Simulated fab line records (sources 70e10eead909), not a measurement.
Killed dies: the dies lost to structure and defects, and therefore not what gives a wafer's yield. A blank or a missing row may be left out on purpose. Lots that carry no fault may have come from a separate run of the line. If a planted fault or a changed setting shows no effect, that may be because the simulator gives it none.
A single fault, viewed from 2 desks ; flow nand-harc ; every desk sees just its own numbers, and what lay behind them comes last

THE DEFECT DESK
What the inspections along the route counted, lot by lot: means of the sampled wafers that have a number. Any lot whose mean is over 4 standard deviations away from the usual mean is out of limits and marked OUT; that distance is given in the brackets.
Columns: A = raw-defect-count at NHARC_A_STAIRCASE_INSPECT_155, usual 451
lot;first seen here;A
L669;day 19 13:28;981
L667;day 19 13:52;366
L670;day 20 23:16;362
L671;day 21 06:25;659
L675;day 22 22:08;387
L679;day 23 20:16;426
L681;day 24 18:55;341
L680;day 24 23:44;425
L690;day 28 07:47;422
L687;day 28 10:49;347
L688;day 28 11:01;500
L689;day 28 11:20;313
This desk's finding: nothing out of limits on any of the 12 lots.

METROLOGY DESK
What the gauges read, lot by lot, whatever tool the lot ran on: means of the sampled wafers that have a number. Any lot whose mean is over 4 standard deviations away from the usual mean is out of limits and marked OUT; that distance is given in the brackets.
Columns: A = thk-nm at NHARC_A_SGD_CUT_THK_MEAS_22, usual 147.8 nm
lot;first seen here;A
L669;day 19 21:57;147.4
L667;day 19 21:58;146.8
L670;day 21 06:23;148.8
L671;day 21 13:18;147.6
L675;day 23 06:48;147.1
L679;day 24 03:27;147.1
L681;day 25 01:44;114.3 (-22) OUT
L680;day 25 06:51;112.8 (-23) OUT
L690;day 28 14:46;149.4
L687;day 28 20:32;147.9
L688;day 28 20:32;146.9
L689;day 28 20:32;148.4
Finding of this desk: L680, L681 out of limits; the first was L681 at day 25 01:44, on thk-nm at NHARC_A_SGD_CUT_THK_MEAS_22. Within limits: L669, L667, L670, L671, L675, L679, L690, L687, L688, L689.

TAKEN TOGETHER
Metrology desk: alarm possible at day 25 01:44 on L680, L681.
Nothing out of limits was seen by the defect desk.
The defect desk has L680, L681 on record, within its limits.
All the named lots went through NHARC_A_SGD_CUT_DEP_20 on fcvd-02.

WHAT WAS PUT IN BY THE SIMULATOR
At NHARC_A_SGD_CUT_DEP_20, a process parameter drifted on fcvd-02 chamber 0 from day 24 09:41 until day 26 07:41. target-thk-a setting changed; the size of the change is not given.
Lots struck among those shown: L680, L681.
Hours from the fault's start to each desk's first reading out of limits: the metrology desk, 16.
